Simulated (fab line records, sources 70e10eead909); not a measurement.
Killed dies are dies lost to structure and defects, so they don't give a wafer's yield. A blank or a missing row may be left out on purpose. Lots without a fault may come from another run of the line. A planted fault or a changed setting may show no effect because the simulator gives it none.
A struck lot beside a sound one | flow nand_harc | 16 steps out of a route of 1302
Sound: wafers L447.1, L447.3, L447.6. Struck: wafer L457.2. (L457.6 of the same lot was not struck and is left out.) The cause comes at the end.
At each step with rows: each side's tool, then ch and its chambers, then its first start. Under that, the readings that differ: sound wafers | struck wafers | difference of the means | sigmas: that difference in standard deviations of wafers without a fault.
alike: readings whose means differ by less than 2 such deviations, and words and numbers that are the same on both sides. not compared: withheld readings, readings that some wafer has no value for, bounds like >300 that may hide the same value, and numbers for which the record gives no deviation and whose values overlap.
The two part at a step that has a row with sigmas, a row that says differs or no value, or rows on one side only. Numbers that don't overlap but have no deviation are shown without sigmas and don't part them. A reading that every wafer of one side lacks parts them only if that side has two wafers or more.

NHARC_A_ONON_D2_THK_MEAS_11: measures by ellipsometry.
  sound on film_metro-01, day 16 03:17; struck on film_metro-01, day 20 09:08
  alike: thk_nm
then, 1 step without rows for these wafers: NHARC_A_ONON_D2_DEP_12 (target thk 1000 nm).
NHARC_A_ONON_D2_THK_MEAS_14: measures by ellipsometry.
  sound on film_metro-01, day 16 03:52; struck on film_metro-02, day 20 09:43
  alike: thk_nm
then, 2 steps without rows for these wafers: NHARC_A_ONON_D2_ANNEAL_15 (time 3600 s); NHARC_A_ONON_D2_DEP_16 (target thk 1000 nm).
NHARC_A_ONON_D2_THK_MEAS_18: measures by ellipsometry.
  sound on film_metro-02, day 16 13:38; struck on film_metro-02, day 20 20:17
  alike: thk_nm
then, 1 step without rows for these wafers: NHARC_A_ONON_D2_DEP_19 (target thk 1000 nm).
NHARC_A_ONON_D2_THK_MEAS_21: measures by ellipsometry.
  sound on film_metro-01, day 16 14:13; struck on film_metro-01, day 20 20:50
  reading     | sound          | struck | difference | sigmas
  thk_nm (nm) | 1005 1006 1005 | 984    | -21        | -2
then, 1 step without rows for these wafers: NHARC_A_ONON_D2_DEP_22 (target thk 1000 nm).
NHARC_A_ONON_D2_THK_MEAS_24: measures by ellipsometry.
  sound on film_metro-01, day 16 14:47; struck on film_metro-02, day 20 21:25
  alike: thk_nm
then, 1 step without rows for these wafers: NHARC_A_ONON_D2_DEP_25 (target thk 1000 nm).
NHARC_A_ONON_D2_THK_MEAS_27: measures by ellipsometry.
  sound on film_metro-01, day 16 15:20; struck on film_metro-02, day 20 21:59
  alike: thk_nm
NHARC_A_ONON_D2_DEP_28: target thk 1000 nm.
  sound on pecvd_onon-04 ch 0, day 16 15:23; struck on pecvd_onon-04 ch 0, day 20 22:05
NHARC_A_ONON_D2_THK_MEAS_30: measures by ellipsometry.
  sound on film_metro-01, day 16 15:55; struck on film_metro-02, day 20 22:33
  reading     | sound          | struck | difference | sigmas
  thk_nm (nm) | 1007 1007 1005 | 754    | -252       | -46
NHARC_A_ONON_D2_DEP_33: deposits SiO2, target thk 200 nm.
  sound on pecvd-04 ch 0,1, day 16 15:58; struck on pecvd-01 ch 2, day 20 22:39
  alike: heater_power_w, throttle_valve_pct
-- the record jumps here: 11 days lie between the struck wafers' starts before and after (it left off in module A_ONON_D2 and takes up again in module END, whose first step shown is number 1302 of the route) --
NHARC_END_SORT_01:
  the record has rows for the struck wafers here (prober-02 ch 0, day 32 01:54) and none for the sound ones

WHERE THEY PART
First at NHARC_A_ONON_D2_THK_MEAS_21; last, within this record, at NHARC_END_SORT_01.

WHY: what the simulator had put in
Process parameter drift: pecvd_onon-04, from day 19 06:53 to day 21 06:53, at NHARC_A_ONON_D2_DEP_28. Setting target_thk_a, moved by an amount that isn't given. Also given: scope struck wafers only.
